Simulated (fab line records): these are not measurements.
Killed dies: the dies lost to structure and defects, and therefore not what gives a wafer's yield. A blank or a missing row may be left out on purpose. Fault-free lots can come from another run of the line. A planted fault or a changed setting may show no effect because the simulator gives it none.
fab line records | flow n5Finfet
[record] lots = 12 | wafers = 36 | lastDay = 20
route steps=1938 shown BEOL_M9@1456 BEOL_M10@1470 PASSIVATION@1936
lots that met no fault: taken from a fault-free run of the same line
startH: hours from the record's first day to the start of the lot's first wafer shown | waitH: hours since the lot's step before | " unchanged from the row above | L1.1+2: one row covering several wafers at once | - value missing, or start not given | * or withheld: withheld | < > ~ a bound
route shown NAME@n: a module of which the file shows steps, and the number in the route of the first | usual: average and standard deviation across the fault-free wafers | same: alike in all rows | chamber/n: place in a boat | sites: the reading at each site | _std_site: the values' standard deviation | _edge_site: mean of outer sites minus mean of inner sites | radiusMm: for every site, how far away it sits from the centre of the wafer | mask NAME#n: copy n | behind: tool/chamber where the wafer was last shaped | hold: the reason the lot was held/the length of the hold in hours/how it ended | device: which transistor (n, p or np) failed to switch | end of line: the same wafers' tests at the end of the route | a step with no rows: only its recipe | killed: not the wafer's yield, but the dies lost to structure and defects at the first sort | map: dies across one wafer; x = killed, . = not, _ = none there
set.NAME: setting as actually run; set.NAME@STEP: the setting as run at that earlier step | model.NAME: the simulator's own value behind a step, which no gauge read
steps of the route over a sample of lots; a table a step, a row a wafer
services: the hour from which a tool's chamber was out of use, counted from the record's first day as startH (under 0 if before that day), plus the number of hours and why
[[steps]]
[step N5_BEOL_M9_DEGAS_44]
[recipe] ambient = vacuum | tempC = 250 | timeS = 60
[usual] heaterPowerW = 333/20
lot.wafer | tool          | chamber | startH | waitH | heaterPowerW
L571.1    | pvdSputter-03 | -       | 249.65 | 2.4   | 303
L571.4    | "             | -       | "      | "     | 357
L571.6    | "             | -       | "      | "     | 314
L575.1    | pvdSputter-02 | -       | 274.68 | 0.4   | 358
L575.4    | "             | -       | "      | "     | 312
L575.6    | "             | -       | "      | "     | 318
L574.1    | pvdSputter-03 | -       | 279.79 | 0.4   | 299
L574.4    | "             | -       | "      | "     | 321
L574.5    | "             | -       | "      | "     | 357
L576.4    | pvdSputter-03 | -       | 283.29 | 0.2   | 356
L576.5    | "             | -       | "      | "     | 317
L576.6    | "             | -       | "      | "     | 302
L587.1    | pvdSputter-01 | -       | 344.60 | 0.3   | 291
L587.5    | "             | -       | "      | "     | 337
L587.6    | "             | -       | "      | "     | 299
L588.2    | pvdSputter-02 | -       | 344.70 | 0.3   | 340
L588.3    | "             | -       | "      | "     | 347
L588.4    | "             | -       | "      | "     | 347
L590.2    | pvdSputter-01 | -       | 347.54 | 0.5   | 288
L590.3    | "             | -       | "      | "     | 343
L590.4    | "             | -       | "      | "     | 338
L589.2    | pvdSputter-02 | -       | 347.64 | 0.5   | 361
L589.4    | "             | -       | "      | "     | 354
L589.5    | "             | -       | "      | "     | 359
L591.2    | pvdSputter-02 | -       | 363.27 | 0.6   | 359
L591.4    | "             | -       | "      | "     | 345
L591.5    | "             | -       | "      | "     | 362
L592.1    | pvdSputter-01 | -       | 382.75 | 0.3   | 340
L592.3    | "             | -       | "      | "     | 333
L592.6    | "             | -       | "      | "     | 323
L593.2    | pvdSputter-02 | -       | 387.12 | 0.8   | 318
L593.4    | "             | -       | "      | "     | 350
L593.6    | "             | -       | "      | "     | 342
L594.1    | pvdSputter-02 | -       | 401.87 | 1.1   | 344
L594.2    | "             | -       | "      | "     | 319
L594.5    | "             | -       | "      | "     | 349
[step N5_BEOL_M9_THK_MEAS_53]
[recipe] thkMeasGauge = xrf | reads = Cu_of_BEOL_M9_ECD_50
[usual] M9_THK = 141/3.1
lot.wafer | tool         | chamber | startH | waitH | M9_THK[nm]
L571.1    | filmMetro-02 | -       | 253.05 | -     | 144
L571.4    | "            | -       | "      | "     | 140
L571.6    | "            | -       | "      | "     | 144
L575.1    | filmMetro-01 | -       | 277.25 | -     | 138
L575.4    | "            | -       | "      | "     | 137
L575.6    | "            | -       | "      | "     | 137
L574.1    | filmMetro-01 | -       | 283.43 | -     | 144
L574.4    | "            | -       | "      | "     | 140
L574.5    | "            | -       | "      | "     | 141
L576.4    | filmMetro-02 | -       | 286.60 | -     | 141
L576.5    | "            | -       | "      | "     | 139
L576.6    | "            | -       | "      | "     | 139
L587.1    | filmMetro-01 | -       | 346.88 | -     | 145
L587.5    | "            | -       | "      | "     | 145
L587.6    | "            | -       | "      | "     | 140
L588.2    | filmMetro-01 | -       | 347.16 | -     | 139
L588.3    | "            | -       | "      | "     | 137
L588.4    | "            | -       | "      | "     | 140
L590.2    | filmMetro-01 | -       | 349.27 | -     | 144
L590.3    | "            | -       | "      | "     | 143
L590.4    | "            | -       | "      | "     | 142
L589.2    | filmMetro-02 | -       | 350.88 | -     | 138
L589.4    | "            | -       | "      | "     | 138
L589.5    | "            | -       | "      | "     | 138
L591.2    | filmMetro-01 | -       | 364.99 | -     | 146
L591.4    | "            | -       | "      | "     | 143
L591.5    | "            | -       | "      | "     | 144
L592.1    | filmMetro-01 | -       | 386.94 | -     | 145
L592.3    | "            | -       | "      | "     | 146
L592.6    | "            | -       | "      | "     | 148
L593.2    | filmMetro-02 | -       | 388.80 | -     | 142
L593.4    | "            | -       | "      | "     | 143
L593.6    | "            | -       | "      | "     | 142
L594.1    | filmMetro-01 | -       | 403.40 | -     | 142
L594.2    | "            | -       | "      | "     | 139
L594.5    | "            | -       | "      | "     | 141
[step N5_BEOL_M9_PRE_CLEAN_55]
[recipe] gas = NH3 | timeS = 15 | tempC = withheld | rfPowerW = 300
[usual] rfFwdPowerW = 295.1/1.7
lot.wafer | tool     | chamber | startH | waitH | rfFwdPowerW
L571.1    | pecvd-04 | 2       | 253.08 | 0.0   | 297.7
L571.4    | "        | 2       | "      | "     | 295.7
L571.6    | "        | 1       | "      | "     | 294.7
L575.1    | pecvd-04 | 2       | 277.29 | 0.0   | 203.2
L575.4    | "        | 1       | "      | "     | 202.9
L575.6    | "        | 2       | "      | "     | 203.6
L574.1    | pecvd-04 | 2       | 283.47 | 0.0   | 205.1
L574.4    | "        | 2       | "      | "     | 204.8
L574.5    | "        | 1       | "      | "     | 201.2
L576.4    | pecvd-02 | 1       | 286.65 | 0.0   | 295.6
L576.5    | "        | 0       | "      | "     | 293.9
L576.6    | "        | 2       | "      | "     | 292.4
L587.1    | pecvd-02 | 2       | 346.92 | 0.0   | 291.7
L587.5    | "        | 0       | "      | "     | 294.4
L587.6    | "        | 2       | "      | "     | 291.4
L588.2    | pecvd-03 | 1       | 347.20 | 0.0   | 295.5
L588.3    | "        | 2       | "      | "     | 292.6
L588.4    | "        | 0       | "      | "     | 296.8
L590.2    | pecvd-04 | 0       | 349.30 | 0.0   | 296.9
L590.3    | "        | 2       | "      | "     | 296.8
L590.4    | "        | 0       | "      | "     | 296.9
L589.2    | pecvd-02 | 0       | 350.92 | 0.0   | 293.6
L589.4    | "        | 0       | "      | "     | 294.3
L589.5    | "        | 1       | "      | "     | 296.2
L591.2    | pecvd-02 | 2       | 365.03 | 0.0   | 292.3
L591.4    | "        | 0       | "      | "     | 295.0
L591.5    | "        | 2       | "      | "     | 292.4
L592.1    | pecvd-03 | 2       | 386.97 | 0.0   | 294.3
L592.3    | "        | 0       | "      | "     | 297.3
L592.6    | "        | 0       | "      | "     | 296.5
L593.2    | pecvd-03 | 0       | 388.84 | 0.0   | 296.5
L593.4    | "        | 0       | "      | "     | 296.9
L593.6    | "        | 1       | "      | "     | 293.8
L594.1    | pecvd-03 | 2       | 403.44 | 0.0   | 292.7
L594.2    | "        | 1       | "      | "     | 295.3
L594.5    | "        | 2       | "      | "     | 292.4
[step N5_BEOL_M10_ILD_DEP_00]
[recipe] material = SiCOH_lowk | targetThkA = 3085.1 | tempC = 300 | precursor = DEMS/porogen | pressureTorr = 5 | rfW = 500 | timeS = 58
[usual] heaterPowerW = 296/29 | showerheadPlenumPTorr = 5.734/0.013 | throttleValvePct = 14.1/0.83
lot.wafer | tool     | chamber | startH | waitH | heaterPowerW | showerheadPlenumPTorr | throttleValvePct
L571.1    | pecvd-04 | 0       | 253.24 | 0.0   | 313          | 5.751                 | 14.2
L571.4    | "        | 0       | "      | "     | 311          | 5.761                 | 14.1
L571.6    | "        | 1       | "      | "     | 315          | 5.726                 | 12.9
L575.1    | pecvd-03 | 1       | 277.49 | 0.0   | 268          | 5.738                 | 13.5
L575.4    | "        | 1       | "      | "     | 285          | 5.708                 | 13.4
L575.6    | "        | 0       | "      | "     | 250          | 5.745                 | 14.6
L574.1    | pecvd-04 | 2       | 283.66 | 0.0   | 293          | 5.732                 | 14.3
L574.4    | "        | 1       | "      | "     | 245          | 5.739                 | 13.1
L574.5    | "        | 1       | "      | "     | 261          | 5.748                 | 13.0
L576.4    | pecvd-01 | 1       | 286.83 | 0.1   | 326          | 5.727                 | 15.9
L576.5    | "        | 2       | "      | "     | 296          | 5.744                 | 13.2
L576.6    | "        | 0       | "      | "     | 265          | 5.738                 | 14.0
L587.1    | pecvd-04 | 0       | 347.08 | 0.0   | 259          | 5.763                 | 14.4
L587.5    | "        | 0       | "      | "     | 265          | 5.756                 | 14.0
L587.6    | "        | 1       | "      | "     | 274          | 5.743                 | 13.1
L588.2    | pecvd-01 | 0       | 347.37 | 0.0   | 252          | 5.723                 | 13.9
L588.3    | "        | 2       | "      | "     | 280          | 5.750                 | 13.2
L588.4    | "        | 2       | "      | "     | 281          | 5.747                 | 13.3
L590.2    | pecvd-01 | 1       | 349.47 | 0.0   | 278          | 5.748                 | 15.9
L590.3    | "        | 2       | "      | "     | 257          | 5.745                 | 12.9
L590.4    | "        | 0       | "      | "     | 299          | 5.742                 | 14.0
L589.2    | pecvd-04 | 0       | 351.08 | 0.0   | 310          | 5.759                 | 14.2
L589.4    | "        | 2       | "      | "     | 357          | 5.729                 | 14.1
L589.5    | "        | 1       | "      | "     | 281          | 5.745                 | 13.0
L591.2    | pecvd-04 | 2       | 365.19 | 0.0   | 376          | 5.747                 | 14.7
L591.4    | "        | 0       | "      | "     | 312          | 5.758                 | 14.6
L591.5    | "        | 2       | "      | "     | 283          | 5.722                 | 14.2
L592.1    | pecvd-03 | 1       | 387.14 | 0.0   | 265          | 5.706                 | 13.5
L592.3    | "        | 2       | "      | "     | 291          | 5.711                 | 14.0
L592.6    | "        | 0       | "      | "     | 290          | 5.725                 | 14.5
L593.2    | pecvd-04 | 0       | 389.00 | 0.0   | 283          | 5.755                 | 14.2
L593.4    | "        | 0       | "      | "     | 297          | 5.756                 | 14.1
L593.6    | "        | 0       | "      | "     | 291          | 5.749                 | 14.3
L594.1    | pecvd-01 | 1       | 403.62 | 0.0   | 325          | 5.728                 | 15.7
L594.2    | "        | 2       | "      | "     | 291          | 5.726                 | 13.2
L594.5    | "        | 2       | "      | "     | 297          | 5.755                 | 13.1
[step N5_PASSIVATION_PROBE_49]
[usual] defectLimitedYield = 91.1/1.5 | killed_at_M0_to_M3 = 36/11 | killed_at_M4_up = 14/5.6 | killedAtContacts = 11/5.6 | killedAtFrontEnd = 40/12 | killedAtOther = 4/3.2 | killedDies = 105/17 | killedOpen = 69/12 | killedShort = 34/8.4 | sort_bin_5_function = 5.2/0.95 | sort_bin_6_memory = 3.3/0.63 | sortNPass = 1075/17 | sortYieldPct = 91.1/1.5
[same] grossDies = 1180 | killedAtBackSide = 0 | sort_bin_4_leakage[%] = 0 | sort_bin_8_speed[%] = 0
lot.wafer | tool      | chamber | startH | waitH | defectLimitedYield[%] | killed_at_M0_to_M3 | killed_at_M4_up | killedAtContacts | killedAtFrontEnd | killedAtOther | killedDies | killedOpen | killedShort | sort_bin_5_function[%] | sort_bin_6_memory[%] | sortNPass | sortYieldPct[%]
L575.1    | prober-01 | -       | 339.11 | 0.0   | 93.3                  | 21                 | 6               | 10               | 39               | 3             | 79         | 46         | 31          | 4.5                    | 1.9                  | 1101      | 93.3
L575.6    | prober-01 | -       | 339.36 | 0.3   | 93.1                  | 22                 | 9               | 6                | 38               | 6             | 81         | 60         | 20          | 4.1                    | 2.6                  | 1099      | 93.1
L576.4    | prober-01 | -       | 343.66 | 0.2   | 91.7                  | 29                 | 20              | 8                | 41               | 0             | 98         | 65         | 27          | 4.3                    | 3.4                  | 1082      | 91.7
L576.5    | prober-01 | -       | 343.71 | 0.3   | 90.7                  | 37                 | 21              | 17               | 33               | 2             | 110        | 79         | 31          | 4.9                    | 4.1                  | 1070      | 90.7
L576.6    | prober-01 | -       | 343.76 | 0.3   | 92.1                  | 36                 | 10              | 12               | 32               | 3             | 93         | 67         | 25          | 4.7                    | 3.1                  | 1087      | 92.1
L574.1    | prober-01 | -       | 345.18 | 0.0   | 92.0                  | 25                 | 14              | 13               | 39               | 3             | 94         | 62         | 31          | 4.7                    | 3.1                  | 1086      | 92.0
L587.1    | prober-02 | -       | 409.85 | 0.0   | 92.0                  | 27                 | 14              | 14               | 35               | 4             | 94         | 65         | 29          | 4.8                    | 3.0                  | 1086      | 92.0
L587.5    | prober-02 | -       | 410.05 | 0.2   | 92.4                  | 25                 | 32              | 7                | 25               | 1             | 90         | 65         | 25          | 5.0                    | 2.5                  | 1090      | 92.4
L587.6    | prober-02 | -       | 410.10 | 0.3   | 90.6                  | 35                 | 24              | 18               | 22               | 12            | 111        | 79         | 32          | 5.0                    | 3.9                  | 1069      | 90.6
L589.2    | prober-01 | -       | 412.54 | 0.1   | 90.3                  | 51                 | 20              | 8                | 33               | 2             | 114        | 69         | 42          | 5.9                    | 3.5                  | 1066      | 90.3
L589.4    | prober-01 | -       | 412.64 | 0.2   | 92.5                  | 42                 | 8               | 13               | 23               | 2             | 88         | 59         | 28          | 4.3                    | 2.5                  | 1092      | 92.5
L589.5    | prober-01 | -       | 412.69 | 0.2   | 89.7                  | 45                 | 16              | 22               | 34               | 4             | 121        | 75         | 46          | 5.7                    | 4.3                  | 1059      | 89.7
L590.2    | prober-02 | -       | 413.16 | 0.1   | 90.5                  | 39                 | 5               | 14               | 48               | 6             | 112        | 77         | 28          | 4.5                    | 4.5                  | 1068      | 90.5
L590.3    | prober-02 | -       | 413.21 | 0.1   | 91.8                  | 26                 | 12              | 16               | 32               | 11            | 97         | 58         | 36          | 5.1                    | 2.9                  | 1083      | 91.8
L590.4    | prober-02 | -       | 413.26 | 0.2   | 93.6                  | 30                 | 8               | 7                | 27               | 4             | 76         | 48         | 27          | 3.8                    | 2.4                  | 1104      | 93.6
// killed by level:class
L575.1 FIN_SAQP:geometricParticle:short=14 BEOL_M2:geometricParticle:open=11 MOL_CONTACT_COAG:geometricParticle:open=10 GATE_CUT:geometricParticle:short=7 FIN_SAQP:geometricParticle:open=5 BEOL_M0_SAQP:geometricParticle:short=4 STARTING-WAFER:geometricParticle:open=4 STI_FIN_REVEAL:geometricParticle:open=3
L575.6 BEOL_M2:geometricParticle:open=8 FIN_SAQP:geometricParticle:open=7 STI_FIN_REVEAL:geometricParticle:open=7 GATE_CUT:geometricParticle:short=7 MOL_CONTACT_COAG:geometricParticle:open=6 BEOL_M1:geometricParticle:open=6 FIN_SAQP:geometricParticle:short=3 DUMMY_GATE:geometricParticle:open=3
L576.4 FIN_SAQP:geometricParticle:open=10 STI_FIN_REVEAL:geometricParticle:open=8 MOL_CONTACT_COAG:geometricParticle:open=8 BEOL_M0_SAQP:geometricParticle:open=8 BEOL_M4:geometricParticle:open=8 BEOL_M0_SAQP:geometricParticle:short=7 STARTING-WAFER:geometricParticle:short=6 HKMG_FIN:areaEtch=6
L576.5 MOL_CONTACT_COAG:geometricParticle:open=14 BEOL_M1:geometricParticle:open=10 FIN_SAQP:geometricParticle:open=10 FIN_SAQP:geometricParticle:short=10 BEOL_M3:geometricParticle:open=10 BEOL_M0_SAQP:geometricParticle:open=7 BEOL_M0_SAQP:geometricParticle:short=6 BEOL_M4:geometricParticle:short=6
L576.6 FIN_SAQP:geometricParticle:open=12 MOL_CONTACT_COAG:geometricParticle:open=9 BEOL_M3:geometricParticle:open=8 BEOL_M1:geometricParticle:open=6 BEOL_M2:geometricParticle:open=6 BEOL_M0_SAQP:geometricParticle:short=5 DUMMY_GATE:geometricParticle:open=4 STARTING-WAFER:geometricParticle:open=4
L574.1 FIN_SAQP:geometricParticle:short=13 MOL_CONTACT_COAG:geometricParticle:open=12 BEOL_M0_SAQP:geometricParticle:open=8 STARTING-WAFER:geometricParticle:open=6 FIN_SAQP:geometricParticle:open=5 BEOL_M3:geometricParticle:open=5 BEOL_M2:geometricParticle:open=5 BEOL_M4:geometricParticle:open=5
L587.1 MOL_CONTACT_COAG:geometricParticle:open=13 STI_FIN_REVEAL:geometricParticle:open=12 FIN_SAQP:geometricParticle:short=10 BEOL_M3:geometricParticle:open=10 BEOL_M2:geometricParticle:open=6 BEOL_M4:geometricParticle:open=5 BEOL_M0_SAQP:geometricParticle:short=4 DUMMY_GATE:geometricParticle:open=3
L587.5 BEOL_M4:geometricParticle:open=19 BEOL_M2:geometricParticle:open=8 BEOL_M4:geometricParticle:short=7 MOL_CONTACT_COAG:geometricParticle:open=6 BEOL_M3:geometricParticle:open=5 FIN_SAQP:geometricParticle:open=4 STI_FIN_REVEAL:geometricParticle:open=4 DUMMY_GATE:geometricParticle:open=4
L587.6 MOL_CONTACT_COAG:geometricParticle:open=13 BEOL_M1:geometricParticle:open=10 BEOL_M2:geometricParticle:open=7 BEOL_M4:geometricParticle:open=7 BEOL_M0_SAQP:geometricParticle:open=6 MOL_CONTACT_COAG:geometricParticle:short=5 BEOL_M5:geometricParticle:open=5 BEOL_M0_SAQP:geometricParticle:short=5
L589.2 STI_FIN_REVEAL:geometricParticle:open=12 BEOL_M0_SAQP:geometricParticle:short=12 BEOL_M0_SAQP:geometricParticle:open=12 BEOL_M4:geometricParticle:short=8 FIN_SAQP:geometricParticle:open=7 MOL_CONTACT_COAG:geometricParticle:open=6 BEOL_M1:geometricParticle:open=6 BEOL_M2:geometricParticle:short=6
L589.4 MOL_CONTACT_COAG:geometricParticle:open=13 BEOL_M0_SAQP:geometricParticle:open=13 FIN_SAQP:geometricParticle:open=8 BEOL_M0_SAQP:geometricParticle:short=7 FIN_SAQP:geometricParticle:short=5 BEOL_M3:geometricParticle:open=5 BEOL_M3:geometricParticle:short=5 BEOL_M2:geometricParticle:open=4
L589.5 MOL_CONTACT_COAG:geometricParticle:open=17 FIN_SAQP:geometricParticle:open=12 BEOL_M0_SAQP:geometricParticle:short=12 FIN_SAQP:geometricParticle:short=11 BEOL_M3:geometricParticle:open=9 BEOL_M0_SAQP:geometricParticle:open=8 BEOL_M2:geometricParticle:open=7 BEOL_M4:geometricParticle:open=7
L590.2 STI_FIN_REVEAL:geometricParticle:open=13 MOL_CONTACT_COAG:geometricParticle:open=12 BEOL_M1:geometricParticle:open=11 BEOL_M0_SAQP:geometricParticle:short=9 DUMMY_GATE:geometricParticle:open=7 BEOL_M0_SAQP:geometricParticle:open=7 GATE_CUT:geometricParticle:open=5 GATE_CUT:geometricParticle:short=4
L590.3 MOL_CONTACT_COAG:geometricParticle:open=11 FIN_SAQP:geometricParticle:open=7 GATE_CUT:geometricParticle:short=6 BEOL_M0_SAQP:geometricParticle:open=6 BEOL_M0_SAQP:geometricParticle:short=5 BEOL_M2:geometricParticle:open=5 BEOL_M4:geometricParticle:open=5 MIM_TOP:geometricParticle:short=5
L590.4 BEOL_M1:geometricParticle:open=9 FIN_SAQP:geometricParticle:open=6 BEOL_M0_SAQP:geometricParticle:short=6 GATE_CUT:geometricParticle:open=4 MOL_CONTACT_COAG:geometricParticle:open=4 BEOL_M0_SAQP:geometricParticle:open=4 STI_FIN_REVEAL:geometricParticle:open=3 MOL_CONTACT_COAG:geometricParticle:short=3
[[services]]
tool          | chamber | startH | hours | kind
pecvd-03      | 2       | 230.95 | -     | clean
pecvd-03      | 2       | 230.95 | -     | consumableReplace:showerhead
pecvd-03      | 2       | 230.95 | 29.0  | scheduledDown
pecvd-03      | 2       | 230.95 | 29.0  | ventCycle
pecvd-03      | -       | 270.21 | 0.6   | repair
pecvd-04      | 0       | 273.01 | 5.5   | scheduledDown
pecvd-03      | 2       | 281.38 | 5.5   | scheduledDown
pecvd-04      | 0       | 282.82 | 14.2  | repair
pvdSputter-02 | -       | 295.39 | 5.2   | repair
pecvd-03      | 0       | 296.00 | 7.2   | repair
pecvd-04      | 1       | 297.78 | 5.5   | scheduledDown
pecvd-03      | 2       | 318.15 | 4.3   | repair
pecvd-01      | 0       | 353.33 | 2.1   | scheduledDown
pecvd-03      | -       | 363.53 | 2.8   | pm
pvdSputter-02 | -       | 366.81 | 8.6   | repair
pecvd-03      | 0       | 370.12 | 2.1   | scheduledDown
pecvd-01      | 1       | 370.45 | 5.5   | scheduledDown
pecvd-04      | 1       | 383.62 | -     | clean
pecvd-04      | 1       | 383.62 | -     | consumableReplace:showerhead
pecvd-04      | 1       | 383.62 | 29.0  | scheduledDown
pecvd-04      | 1       | 383.62 | 29.0  | ventCycle
pvdSputter-02 | -       | 396.80 | 1.1   | repair
[[key]]
[firstSign] step = N5_BEOL_M9_PRE_CLEAN_55 | reading = rfFwdPowerW | direction = down | sigmas = 54 | usual = * | struck = *
effect none on later readings
metAt N5_BEOL_M9_PRE_CLEAN_55
struckLots L574,L575
notActingAt N5_BEOL_M9_DEGAS_44,N5_BEOL_M9_THK_MEAS_53,N5_BEOL_M10_ILD_DEP_00
onsetBetween 253.08 277.29
[fault] kind = processParameterDrift | tool = pecvd-04 | chamber = - | onsetH = 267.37 | steps = N5_BEOL_M9_PRE_CLEAN_55 | channel = rfPowerW | offset = * | shape = step | endH = 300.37 | actsIn = * | stated = *
